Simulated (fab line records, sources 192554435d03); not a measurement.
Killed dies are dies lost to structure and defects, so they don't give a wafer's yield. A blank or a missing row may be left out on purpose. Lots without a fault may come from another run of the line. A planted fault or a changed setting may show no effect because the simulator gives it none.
Split-lot experiment | flow n5_finfet | 7 lots, 21 wafers read, on a route of 1938 steps

THE SPLIT
At N5_HKMG_FIN_COAT_43 (resist thk 90 nm), the setting spin_rpm was moved away from the recipe's 1500 rpm on 11 of the 21 wafers read, by -8.5% to +7.3%. The other wafers ran this setting at the recipe's value.

FROM THE SPLIT TO THE READING: what the file shows between them, 3 steps
- N5_HKMG_FIN_EBR_45
- N5_HKMG_FIN_SOFTBAKE_44: time 60 s
- N5_HKMG_FIN_DESCUM_53: chemistry O2, time 7.9 s

THE READING
CAR-ArF_of_HKMG_FIN_COAT_43.thk_nm (the simulator's own value, which no gauge read), in nm, at N5_HKMG_FIN_ETCH_54 (etches SiARC in CF4, target depth 45.5 nm, time 75.8 s). The file gives no usual value for it. The 10 wafers here that ran the recipe average 51.0 nm, standard deviation 0.28 nm.

wafer  | tool, chamber at the split | spin_rpm as run, rpm | against the recipe | CAR-ArF_of_HKMG_FIN_COAT_43.thk_nm, nm | against lot-mates on the recipe
L074.2 | litho_track-03, 0          | 1500                 | recipe             | 51.4                                   | -
L074.3 | litho_track-03, 0          | 1438                 | -4.1%              | 53.2                                   | +2.0
L074.5 | litho_track-03, 0          | 1500                 | recipe             | 51                                     | -
L075.3 | litho_track-03, 0          | 1500                 | recipe             | 50.8                                   | -
L075.4 | litho_track-03, 0          | 1557                 | +3.8%              | 48.8                                   | -2.0
L075.5 | litho_track-03, 0          | 1557                 | +3.8%              | 48.6                                   | -2.2
L078.1 | litho_track-04, 0          | 1373                 | -8.5%              | 54.8                                   | no lot-mate on the recipe
L078.4 | litho_track-04, 0          | 1373                 | -8.5%              | 54.8                                   | no lot-mate on the recipe
L078.3 | litho_track-04, 0          | 1373                 | -8.5%              | 55                                     | no lot-mate on the recipe
L080.1 | litho_track-04, 0          | 1500                 | recipe             | 50.8                                   | -
L080.4 | litho_track-04, 0          | 1500                 | recipe             | 50.6                                   | -
L080.6 | litho_track-04, 0          | 1592                 | +6.1%              | 48                                     | -2.7
L086.3 | litho_track-02, 0          | 1500                 | recipe             | 51.4                                   | -
L086.5 | litho_track-02, 0          | 1610                 | +7.3%              | 47.8                                   | -3.6
L086.6 | litho_track-02, 0          | 1610                 | +7.3%              | 47.4                                   | -4.0
L091.1 | litho_track-02, 0          | 1580                 | +5.3%              | 48.6                                   | -2.2
L091.2 | litho_track-02, 0          | 1580                 | +5.3%              | 48.6                                   | -2.2
L091.4 | litho_track-02, 0          | 1500                 | recipe             | 50.8                                   | -
L097.1 | litho_track-02, 0          | 1500                 | recipe             | 51.4                                   | -
L097.3 | litho_track-02, 0          | 1500                 | recipe             | 51                                     | -
L097.5 | litho_track-02, 0          | 1500                 | recipe             | 51.2                                   | -

THE FIT
A straight line over all 21 wafers: CAR-ArF_of_HKMG_FIN_COAT_43.thk_nm changes by -0.472 nm for each +1% of spin_rpm; r = -0.99; the points scatter about the line by 0.29 nm.
The same after taking each lot's own level away (the mean of its wafers on the recipe; 18 wafers): -0.484 nm for each +1%; r = -0.99; scatter 0.24 nm.
On that fit, the largest move of spin_rpm shifts the reading by 4.1 nm.
The lots' own levels span 50.70 to 51.40 nm, that is 2.5 times the standard deviation above.
So the lot-to-lot level changes the slope little: the two slopes agree.
Check: with one of the wafers moved furthest among these (+7.3%) left out of the fit, the line predicts -3.53 nm for it against its lot-mates. It came out at -3.6 nm against them.

THE WHOLE CHAIN: every reading that the file lists as answering this split, in the file's order
step                  | what it does                                           | reading                                                                             | change (the file's fit)               | r (the file's)
N5_HKMG_FIN_COAT_43   | resist thk 90 nm                                       | CAR-ArF_of_HKMG_FIN_COAT_43.thk_nm (the simulator's own value, which no gauge read) | -0.454 nm for each +1% of the setting | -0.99
N5_HKMG_FIN_DESCUM_53 | chemistry O2, time 7.9 s                               | CAR-ArF_of_HKMG_FIN_COAT_43.thk_nm (the simulator's own value, which no gauge read) | -0.461 nm for each +1% of the setting | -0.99
N5_HKMG_FIN_ETCH_54   | etches SiARC in CF4, target depth 45.5 nm, time 75.8 s | CAR-ArF_of_HKMG_FIN_COAT_43.thk_nm (the simulator's own value, which no gauge read) | -0.478 nm for each +1% of the setting | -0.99

THE FILE'S OWN FIT
CAR-ArF_of_HKMG_FIN_COAT_43.thk_nm changes by -0.478 nm for each +1% of spin_rpm, r = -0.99.
